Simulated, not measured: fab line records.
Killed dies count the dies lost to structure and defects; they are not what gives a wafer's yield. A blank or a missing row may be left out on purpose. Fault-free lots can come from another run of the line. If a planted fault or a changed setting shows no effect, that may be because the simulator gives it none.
fab line records	flow nand_harc
[record] lots = 5	wafers = 15	last_day = 29
route steps=1302 shown P_ZERO_WELL@42 P_STI@69
lots that met no fault: taken from a fault-free run of the same line
start_h: start of the lot's first displayed wafer, in hours after the record's first day	wait_h: hours from the lot's prior step to this one	" same as the row above	L1.1+2: a row that stands for several wafers	- no value present, or no start provided	* or withheld: withheld	< > ~ a bound
route shown NAME@n: a module of which the file shows steps, and the number in the route of the first	usual: the fault-free wafers' mean and standard deviation	same: alike in all rows	chamber/n: place in a boat	sites: readings site by site	_std_site: how widely they spread, as a standard deviation	_edge_site: inner sites' mean taken away from outer sites' mean	radius_mm: for every site, how far away it sits from the centre of the wafer	mask NAME#n: copy n	behind: the most recent tool/chamber to have shaped the wafer	hold: reason for holding the lot/hours on hold/outcome of the hold	device: the n, p or np transistor that did not switch	end of line: the tests these same wafers got at the end of their route	a step with no rows: only its recipe	killed: at the first sort, the dies lost to defects and structure; wafer yield is something else	map: a wafer's dies, marking killed ones x, the rest . and places with no die _
set.NAME: setting as actually run; set.NAME@STEP: the setting as run at that earlier step	model.NAME: the simulator's own value behind a step, which no gauge read
lots at some steps of the route; a table a step, a row a wafer
services: a tool's chamber out of use, with start hour (start_h, from the record's first day; less than 0 if before it), hours out, and reason
[[steps]]
[step NHARC_P_ZERO_WELL_PEB_35]
[recipe] peb_temp_c = 118	peb_time_s = 85
lot.wafer	tool	chamber	start_h	wait_h
L074.2+3+4	litho_track-03	0	24.12	0.1
L076.3+5+6	litho_track-07	0	44.17	0.1
L084.1+2+4	litho_track-03	0	125.36	0.1
L085.1+2+6	litho_track-07	0	134.41	0.1
L087.1+2+4	litho_track-05	0	153.92	0.1
[step NHARC_P_ZERO_WELL_DEVELOP_36]
[recipe] time_s = 70
lot.wafer	tool	chamber	start_h	wait_h
L074.2+3+4	litho_track-03	0	-	-
L076.3+5+6	litho_track-07	0	-	-
L084.1+2+4	litho_track-03	0	-	-
L085.1+2+6	litho_track-07	0	-	-
L087.1+2+4	litho_track-05	0	-	-
[step NHARC_P_ZERO_WELL_CD_MEAS_37]
[recipe] target_cd_nm = 720	landing_energy_ev = 500
[usual] cd_nm = 719.8/1.8
lot.wafer	tool	chamber	start_h	wait_h	cd_nm
L074.2	cd_sem-01	0	24.21	-	718.7
L074.3	"	0	"	"	719.5
L074.4	"	0	"	"	720.6
L076.3	cd_sem-03	0	44.27	-	719.7
L076.5	"	0	"	"	719.1
L076.6	"	0	"	"	720.3
L084.1	cd_sem-01	0	125.45	-	720.4
L084.2	"	0	"	"	717.2
L084.4	"	0	"	"	721.3
L085.1	cd_sem-03	0	134.50	-	717.9
L085.2	"	0	"	"	718.9
L085.6	"	0	"	"	719.5
L087.1	cd_sem-03	0	154.01	-	721.2
L087.2	"	0	"	"	722.2
L087.4	"	0	"	"	722.5
[step NHARC_P_ZERO_WELL_HARDBAKE_38]
[recipe] temp_c = 125	time_s = 80
lot.wafer	tool	chamber	start_h	wait_h
L074.2+3+4	litho_track-07	0	24.29	-
L076.3+5+6	litho_track-05	0	44.35	-
L084.1+2+4	litho_track-07	0	125.53	-
L085.1+2+6	litho_track-05	0	134.58	-
L087.1+2+4	litho_track-07	0	154.09	-
[step NHARC_P_ZERO_WELL_DESCUM_39]
[recipe] time_s = 3	o2_flow_sccm = 200	ar_flow_sccm = 0	bias_power_w = 0	chemistry = O2
[usual] drypump_motor_current_A = 5.6/0.32	oes_product_au = 0.997/0.011	rf_vpp_V = 57.9/0.79	showerhead_plenum_p_Torr = 1.94/0.086	throttle_valve_pct = 11.311/0.0095
[same] bias_power_w = 0
lot.wafer	tool	chamber	start_h	wait_h	drypump_motor_current_A	oes_product_au	rf_hours_counter_h	rf_vpp_V	showerhead_plenum_p_Torr	throttle_valve_pct
L074.2	rie_diel-13	0	24.37	-	5.3	0.976	6	57.8	1.99	11.307
L074.3	"	2	"	"	5.5	0.994	5	57.5	1.97	11.291
L074.4	"	3	"	"	5.9	0.998	5	57.4	1.97	11.323
L076.3	rie_diel-01	1	44.53	-	6.0	1.009	2	57.1	1.97	11.313
L076.6	"	0	"	"	5.4	0.993	-	56.2	1.77	11.310
L076.5	"	1	"	"	6.0	0.998	-	58.4	1.97	11.302
L084.2	rie_diel-06	0	125.69	-	5.2	1.011	57	58.2	1.87	11.309
L084.1	"	1	"	"	5.6	0.988	46	58.7	1.80	11.301
L084.4	"	2	"	"	6.3	0.992	52	58.8	1.95	11.298
L085.1	rie_diel-01	0	134.67	-	5.5	0.986	31	56.9	1.77	11.310
L085.2	"	2	"	"	5.5	0.985	35	57.3	1.92	11.313
L085.6	"	0	"	"	5.4	0.986	-	57.3	1.77	11.320
L087.1	rie_diel-01	0	154.17	-	5.4	1.000	36	56.8	1.76	11.306
L087.2	"	1	"	"	6.0	1.003	39	56.8	1.96	11.328
L087.4	"	2	"	"	5.5	0.974	42	57.4	1.92	11.305
[step NHARC_P_ZERO_WELL_IMPLANT_40]
[recipe] energy_kev = 300	dose_cm2 = 1e+13	tilt_deg = 7
lot.wafer	tool	chamber	start_h	wait_h
L074.2+3+4	implanter-01	0	24.56	0.2
L076.3+5+6	implanter-02	0	44.73	0.2
L084.1+2+4	implanter-01	0	125.84	0.1
L085.1+2+6	implanter-01	0	134.80	0.1
L087.1+2+4	implanter-01	0	154.32	0.1
[step NHARC_P_ZERO_WELL_IMPLANT_59]
[recipe] energy_kev = 120	dose_cm2 = 5e+12	tilt_deg = 7
lot.wafer	tool	chamber	start_h	wait_h
L074.2+3+4	implanter-01	0	24.74	0.2
L076.3+5+6	implanter-02	0	44.91	0.2
L084.1+2+4	implanter-01	0	126.02	0.1
L085.1+2+6	implanter-01	0	134.98	0.1
L087.1+2+4	implanter-01	0	154.50	0.2
[step NHARC_P_ZERO_WELL_IMPLANT_60]
[recipe] energy_kev = 30	dose_cm2 = 2e+12	tilt_deg = 7
lot.wafer	tool	chamber	start_h	wait_h
L074.2+3+4	implanter-01	0	24.92	0.2
L076.3+5+6	implanter-02	0	45.09	0.1
L084.1+2+4	implanter-01	0	126.20	0.1
L085.1+2+6	implanter-01	0	135.16	0.2
L087.1+2+4	implanter-01	0	154.68	0.1
[step NHARC_P_ZERO_WELL_STRIP_41]
[recipe] time_s = 840	temp_c = 130	chemistry = SPM
[usual] bath_guard_temp_C = 129.8/0.47	bath_heat_duty_pct = 14.9/1.6
lot.wafer	tool	chamber	start_h	wait_h	bath_guard_temp_C	bath_heat_duty_pct
L074.4	wet_bench-03	7	25.11	0.1	129.3	15.5
L074.2	"	0	"	"	129.8	15.6
L074.3	"	3	"	"	129.8	14.2
L076.5	wet_bench-02	7	45.24	0.1	129.9	14.2
L076.3	"	0	"	"	129.9	13.2
L076.6	"	3	"	"	130.4	13.3
L084.2	wet_bench-01	3	126.41	0.2	130.2	18.1
L084.4	"	6	"	"	129.8	16.4
L084.1	"	7	"	"	131.1	15.8
L085.1	wet_bench-01	4	135.40	0.2	130.0	14.0
L085.6	"	5	"	"	130.0	14.1
L085.2	"	6	"	"	129.5	17.0
L087.2	wet_bench-02	5	154.92	0.2	130.1	14.2
L087.4	"	6	"	"	129.7	14.5
L087.1	"	7	"	"	130.4	12.2
[step NHARC_P_ZERO_WELL_DEHYDRATE_44]
[recipe] temp_c = 150	time_s = 120
lot.wafer	tool	chamber	start_h	wait_h
L074.2+3+4	litho_track-07	0	25.44	-
L076.3+5+6	litho_track-07	0	45.57	-
L084.1+2+4	litho_track-03	0	126.74	-
L085.1+2+6	litho_track-03	0	135.72	-
L087.1+2+4	litho_track-05	0	155.22	-
[step NHARC_P_ZERO_WELL_HMDS_45]
[recipe] time_s = 30
lot.wafer	tool	chamber	start_h	wait_h
L074.2+3+4	litho_track-07	0	-	-
L076.3+5+6	litho_track-07	0	-	-
L084.1+2+4	litho_track-03	0	-	-
L085.1+2+6	litho_track-03	0	-	-
L087.1+2+4	litho_track-05	0	-	-
[step NHARC_P_ZERO_WELL_COAT_46]
[recipe] spin_rpm = withheld
lot.wafer	tool	chamber	start_h	wait_h
L074.2+3+4	litho_track-07	0	-	-
L076.3+5+6	litho_track-07	0	-	-
L084.1+2+4	litho_track-03	0	-	-
L085.1+2+6	litho_track-03	0	-	-
L087.1+2+4	litho_track-05	0	-	-
[step NHARC_P_ZERO_WELL_SOFTBAKE_47]
[recipe] temp_c = 122	time_s = 95
lot.wafer	tool	chamber	start_h	wait_h
L074.2+3+4	litho_track-07	0	-	-
L076.3+5+6	litho_track-07	0	-	-
L084.1+2+4	litho_track-03	0	-	-
L085.1+2+6	litho_track-03	0	-	-
L087.1+2+4	litho_track-05	0	-	-
[step NHARC_P_ZERO_WELL_EBR_48]
lot.wafer	tool	chamber	start_h	wait_h
L074.2+3+4	litho_track-07	0	-	-
L076.3+5+6	litho_track-07	0	-	-
L084.1+2+4	litho_track-03	0	-	-
L085.1+2+6	litho_track-03	0	-	-
L087.1+2+4	litho_track-05	0	-	-
[step NHARC_P_ZERO_WELL_EXPOSE_49]
[recipe] na = 0.6	target_cd_nm = 2000	dose_mj = 22.64	mask_id = P_HVPW
lot.wafer	tool	chamber	start_h	wait_h	mask
L074.2+3+4	krf_scanner-04	0	25.71	-	P_HVPW#0
L076.3+5+6	krf_scanner-04	0	45.85	-	P_HVPW#0
L084.1+2+4	krf_scanner-01	0	126.88	-	P_HVPW#0
L085.1+2+6	krf_scanner-01	0	135.86	-	P_HVPW#0
L087.1+2+4	krf_scanner-04	0	155.49	-	P_HVPW#0
[step NHARC_P_ZERO_WELL_PEB_50]
[recipe] peb_temp_c = 118	peb_time_s = 85
lot.wafer	tool	chamber	start_h	wait_h
L074.2+3+4	litho_track-03	0	25.77	0.1
L076.3+5+6	litho_track-03	0	45.91	0.1
L084.1+2+4	litho_track-03	0	126.95	0.1
L085.1+2+6	litho_track-07	0	135.93	0.1
L087.1+2+4	litho_track-03	0	155.56	0.1
[step NHARC_P_ZERO_WELL_DEVELOP_51]
[recipe] time_s = 70
lot.wafer	tool	chamber	start_h	wait_h
L074.2+3+4	litho_track-03	0	-	-
L076.3+5+6	litho_track-03	0	-	-
L084.1+2+4	litho_track-03	0	-	-
L085.1+2+6	litho_track-07	0	-	-
L087.1+2+4	litho_track-03	0	-	-
[step NHARC_P_ZERO_WELL_CD_MEAS_52]
[recipe] target_cd_nm = 2000	landing_energy_ev = 500
[usual] cd_nm = 1999.9/1.7
lot.wafer	tool	chamber	start_h	wait_h	cd_nm
L074.2	cd_sem-02	0	25.86	-	1998.7
L074.3	"	0	"	"	2000.9
L074.4	"	0	"	"	1998.6
L076.3	cd_sem-01	0	46.00	-	2000.7
L076.5	"	0	"	"	1998.8
L076.6	"	0	"	"	2001.6
L084.1	cd_sem-03	0	127.04	-	2000.0
L084.2	"	0	"	"	2000.3
L084.4	"	0	"	"	2001.2
L085.1	cd_sem-01	0	136.02	-	2001.5
L085.2	"	0	"	"	2001.4
L085.6	"	0	"	"	2003.0
L087.1	cd_sem-02	0	155.65	-	2001.8
L087.2	"	0	"	"	1998.6
L087.4	"	0	"	"	2002.3
[step NHARC_P_ZERO_WELL_HARDBAKE_53]
[recipe] temp_c = 125	time_s = 80
lot.wafer	tool	chamber	start_h	wait_h
L074.2+3+4	litho_track-05	0	25.94	-
L076.3+5+6	litho_track-07	0	46.08	-
L084.1+2+4	litho_track-03	0	127.12	-
L085.1+2+6	litho_track-05	0	136.10	-
L087.1+2+4	litho_track-05	0	155.73	-
[step NHARC_P_ZERO_WELL_DESCUM_54]
[recipe] time_s = 3	o2_flow_sccm = 200	ar_flow_sccm = 0	bias_power_w = 0	chemistry = O2
[usual] drypump_motor_current_A = 5.7/0.34	oes_product_au = 0.998/0.01	rf_vpp_V = 57.8/0.97	showerhead_plenum_p_Torr = 1.95/0.084	throttle_valve_pct = 11.312/0.0092
[same] bias_power_w = 0
lot.wafer	tool	chamber	start_h	wait_h	drypump_motor_current_A	oes_product_au	rf_hours_counter_h	rf_vpp_V	showerhead_plenum_p_Torr	throttle_valve_pct
L074.3	rie_diel-06	2	26.02	-	6.3	0.983	20	57.8	1.96	11.328
L074.4	"	3	"	"	5.3	0.980	23	57.9	1.95	11.297
L074.2	"	1	"	"	5.6	0.990	22	57.2	1.80	11.314
L076.3	rie_diel-13	2	46.19	-	5.6	1.011	14	57.1	1.97	11.296
L076.6	"	1	"	"	5.9	0.984	-	57.4	2.07	11.311
L076.5	"	2	"	"	5.5	0.997	-	56.9	1.97	11.321
L084.1	rie_diel-13	1	128.44	-	5.9	0.985	44	59.3	2.06	11.310
L084.2	"	2	"	"	5.5	1.003	40	56.6	1.96	11.323
L084.4	"	3	"	"	5.9	1.001	34	57.7	1.96	11.299
L085.2	rie_diel-13	0	136.20	-	5.3	0.986	37	58.7	1.98	11.307
L085.1	"	1	"	"	5.9	0.985	48	57.3	2.06	11.308
L085.6	"	0	"	"	5.3	0.996	-	59.4	1.98	11.321
L087.4	rie_diel-06	0	155.81	-	5.3	1.014	4	58.0	1.86	11.323
L087.2	"	1	"	"	5.6	0.994	3	57.5	1.79	11.328
L087.1	"	2	"	"	6.3	1.005	3	58.0	1.95	11.317
[step NHARC_P_ZERO_WELL_IMPLANT_55]
[recipe] energy_kev = 180	dose_cm2 = 8e+11	tilt_deg = 7
lot.wafer	tool	chamber	start_h	wait_h
L074.2+3+4	implanter-01	0	26.20	0.1
L076.3+5+6	implanter-01	0	46.39	0.2
L084.1+2+4	implanter-01	0	128.58	0.1
L085.1+2+6	implanter-02	0	136.35	0.1
L087.1+2+4	implanter-01	0	155.95	0.1
[step NHARC_P_ZERO_WELL_IMPLANT_61]
[recipe] energy_kev = 30	dose_cm2 = 5e+11	tilt_deg = 7
lot.wafer	tool	chamber	start_h	wait_h
L074.2+3+4	implanter-01	0	26.37	0.1
L076.3+5+6	implanter-01	0	46.56	0.1
L084.1+2+4	implanter-01	0	128.75	0.1
L085.1+2+6	implanter-02	0	136.53	0.2
L087.1+2+4	implanter-01	0	156.13	0.1
[step NHARC_P_ZERO_WELL_STRIP_56]
[recipe] time_s = 840	temp_c = 130	chemistry = SPM
[usual] bath_guard_temp_C = 129.9/0.47	bath_heat_duty_pct = 14.8/1.9
lot.wafer	tool	chamber	start_h	wait_h	bath_guard_temp_C	bath_heat_duty_pct
L074.3	wet_bench-03	0	26.56	0.1	129.7	14.8
L074.2	"	3	"	"	129.8	14.5
L074.4	"	4	"	"	129.9	13.9
L076.3	wet_bench-02	7	46.74	0.1	130.1	14.0
L076.6	"	0	"	"	130.5	14.8
L076.5	"	1	"	"	130.3	13.3
L084.2	wet_bench-03	0	128.98	0.2	129.6	17.0
L084.1	"	2	"	"	129.9	14.7
L084.4	"	3	"	"	130.0	13.3
L085.2	wet_bench-03	2	136.77	0.2	130.3	15.4
L085.6	"	3	"	"	129.2	14.1
L085.1	"	4	"	"	129.8	14.1
L087.1	wet_bench-02	0	156.36	0.2	129.8	13.7
L087.2	"	3	"	"	130.2	11.4
L087.4	"	4	"	"	130.4	18.9
[step NHARC_P_ZERO_WELL_PRECLEAN_68]
[recipe] time_s = 60	temp_c = 50	bath_age_min = 0	chemistry = SC1
[usual] bath_guard_temp_C = 49.9/0.48	bath_heat_duty_pct = 7.1/0.91
lot.wafer	tool	chamber	start_h	wait_h	bath_guard_temp_C	bath_heat_duty_pct
L074.3	wet_bench-03	0	-	-	49.7	7.4
L074.2	"	3	"	"	49.4	6.0
L074.4	"	4	"	"	49.7	6.9
L076.3	wet_bench-02	7	-	-	50.0	6.4
L076.6	"	0	"	"	49.7	5.2
L076.5	"	1	"	"	50.4	6.7
L084.2	wet_bench-03	0	-	-	49.8	7.0
L084.1	"	2	"	"	49.5	7.3
L084.4	"	3	"	"	49.7	6.0
L085.2	wet_bench-03	2	-	-	49.8	7.0
L085.6	"	3	"	"	49.9	6.8
L085.1	"	4	"	"	49.9	7.4
L087.1	wet_bench-02	0	-	-	49.7	6.0
L087.2	"	3	"	"	50.4	5.7
L087.4	"	4	"	"	49.2	8.5
[step NHARC_P_ZERO_WELL_SRD_69]
lot.wafer	tool	chamber	start_h	wait_h
L074.3+2+4	wet_bench-03	0,3,4	-	-
L076.3+6+5	wet_bench-02	7,0,1	-	-
L084.2+1+4	wet_bench-03	0,2,3	-	-
L085.2+6+1	wet_bench-03	2,3,4	-	-
L087.1+2+4	wet_bench-02	0,3,4	-	-
[step NHARC_P_ZERO_WELL_RTA_42]
[recipe] temp_c = 1100	time_s = 300
[usual] lamp_power_pct = 34.0/0.68	wafer_temp_C_max = 1106.2/1.3
lot.wafer	tool	chamber	start_h	wait_h	lamp_power_pct	wafer_temp_C_max
L074.2	rtp_anneal-02	0	27.11	-	33.6	1105.8
L074.3	"	0	"	"	33.6	1105.3
L074.4	"	0	"	"	33.6	1105.7
L076.3	rtp_anneal-02	0	47.37	-	33.5	1105.2
L076.5	"	0	"	"	33.5	1105.3
L076.6	"	0	"	"	33.5	1105.8
L084.1	rtp_anneal-01	0	129.40	-	35.2	1106.4
L084.2	"	0	"	"	35.2	1107.9
L084.4	"	0	"	"	35.1	1107.0
L085.1	rtp_anneal-02	0	137.18	-	33.5	1105.9
L085.2	"	0	"	"	33.6	1107.1
L085.6	"	0	"	"	33.5	1105.1
L087.1	rtp_anneal-02	0	156.79	-	33.5	1105.5
L087.2	"	0	"	"	33.6	1105.7
L087.4	"	0	"	"	33.6	1104.6
[step NHARC_P_ZERO_WELL_INSPECT_43]
[usual] raw_defect_count = 14/6.9
lot.wafer	tool	chamber	start_h	wait_h	raw_defect_count
L074.2	defect_inspect-01	-	27.68	0.5	13
L074.3	"	-	"	"	15
L074.4	"	-	"	"	15
L076.3	defect_inspect-02	-	47.83	0.4	5
L076.5	"	-	"	"	13
L076.6	"	-	"	"	21
L084.1	defect_inspect-02	-	130.08	0.6	34
L084.2	"	-	"	"	10
L084.4	"	-	"	"	15
L085.1	defect_inspect-02	-	137.86	0.6	14
L085.2	"	-	"	"	12
L085.6	"	-	"	"	12
L087.1	defect_inspect-01	-	157.48	0.6	17
L087.2	"	-	"	"	12
L087.4	"	-	"	"	17
[step NHARC_P_STI_ETCH_26]
[recipe] target_depth_a = 110	chemistry = dHF	material = SiO2
lot.wafer	tool	chamber	start_h	wait_h
L074.3+2+4	wet_bench-05	3,7,0	27.73	0.0
L076.3+5+6	wet_bench-09	1,2,3	47.91	0.1
L084.1+4+2	wet_bench-05	6,0,2	130.14	0.1
L085.6+2+1	wet_bench-05	1,3,4	137.92	0.1
L087.1+4+2	wet_bench-07	4,7,0	157.53	0.1
[step NHARC_P_STI_PRECLEAN_27]
[recipe] time_s = *	temp_c = 50	bath_age_min = 0	chemistry = SC1
[usual] bath_guard_temp_C = 49.8/0.51	bath_heat_duty_pct = 7.2/0.71
lot.wafer	tool	chamber	start_h	wait_h	bath_guard_temp_C	bath_heat_duty_pct
L074.3	wet_bench-05	3	27.80	0.1	49.3	8.1
L074.2	"	7	"	"	50.1	6.3
L074.4	"	0	"	"	50.6	6.0
L076.3	wet_bench-09	1	47.95	0.0	50.0	7.9
L076.5	"	2	"	"	50.0	5.6
L076.6	"	3	"	"	50.3	7.7
L084.1	wet_bench-05	6	130.20	0.0	49.8	6.8
L084.4	"	0	"	"	50.4	6.6
L084.2	"	2	"	"	50.3	8.3
L085.6	wet_bench-05	1	137.98	0.0	49.2	7.3
L085.2	"	3	"	"	49.2	8.6
L085.1	"	4	"	"	50.0	7.2
L087.1	wet_bench-07	4	157.61	0.1	50.2	8.4
L087.4	"	7	"	"	49.9	7.9
L087.2	"	0	"	"	48.5	7.6
[step NHARC_P_STI_SRD_28]
lot.wafer	tool	chamber	start_h	wait_h
L074.3+2+4	wet_bench-05	3,7,0	-	-
L076.3+5+6	wet_bench-09	1,2,3	-	-
L084.1+4+2	wet_bench-05	6,0,2	-	-
L085.6+2+1	wet_bench-05	1,3,4	-	-
L087.1+4+2	wet_bench-07	4,7,0	-	-
[step NHARC_P_STI_OXIDE_29]
[recipe] target_thk_a = 100	temp_c = 900	ox_time_s = 1362	material = SiO2
[usual] ox_temp_c = 900.0/0.4
lot.wafer	tool	chamber	start_h	wait_h	ox_temp_c
L074.2	furnace-05	0	34.95	-	900.0
L074.3	"	0	"	"	900.5
L074.4	"	0	"	"	899.7
L076.3	furnace-05	0	49.62	-	900.5
L076.5	"	0	"	"	900.3
L076.6	"	0	"	"	900.3
L084.1	furnace-04	0	137.19	-	899.6
L084.2	"	0	"	"	900.1
L084.4	"	0	"	"	900.4
L085.1	furnace-05	0	145.58	-	900.5
L085.2	"	0	"	"	900.2
L085.6	"	0	"	"	900.5
L087.1	furnace-05	0	160.75	-	899.7
L087.2	"	0	"	"	900.1
L087.4	"	0	"	"	899.8
[[services]]
tool	chamber	start_h	hours	kind
wet_bench-09	-	0.80	8.0	pm
rie_diel-01	-	2.65	3.2	repair
krf_scanner-04	-	10.01	4.0	pm
rtp_anneal-02	-	12.20	12.0	pm
krf_scanner-04	-	16.04	1.3	repair
implanter-02	-	23.48	3.9	repair
wet_bench-02	-	26.32	3.5	repair
rie_diel-01	-	26.82	9.0	pm
wet_bench-03	-	34.40	8.0	pm
rie_diel-13	0	36.27	11.7	repair
rie_diel-06	1	38.56	16.0	repair
implanter-02	-	46.85	2.7	repair
wet_bench-02	-	68.00	8.0	pm
rie_diel-06	2	74.78	5.6	repair
litho_track-07	-	76.00	7.0	pm
wet_bench-05	-	84.80	8.0	pm
litho_track-03	-	100.00	7.0	pm
wet_bench-02	-	107.05	7.2	repair
implanter-02	-	108.09	22.0	repair
rie_diel-13	2	111.56	2.7	repair
furnace-05	-	119.58	26.0	pm
litho_track-05	-	124.00	7.0	pm
rie_diel-13	-	140.15	2.1	repair
implanter-02	-	146.00	13.0	pm
[[key]]
fault none
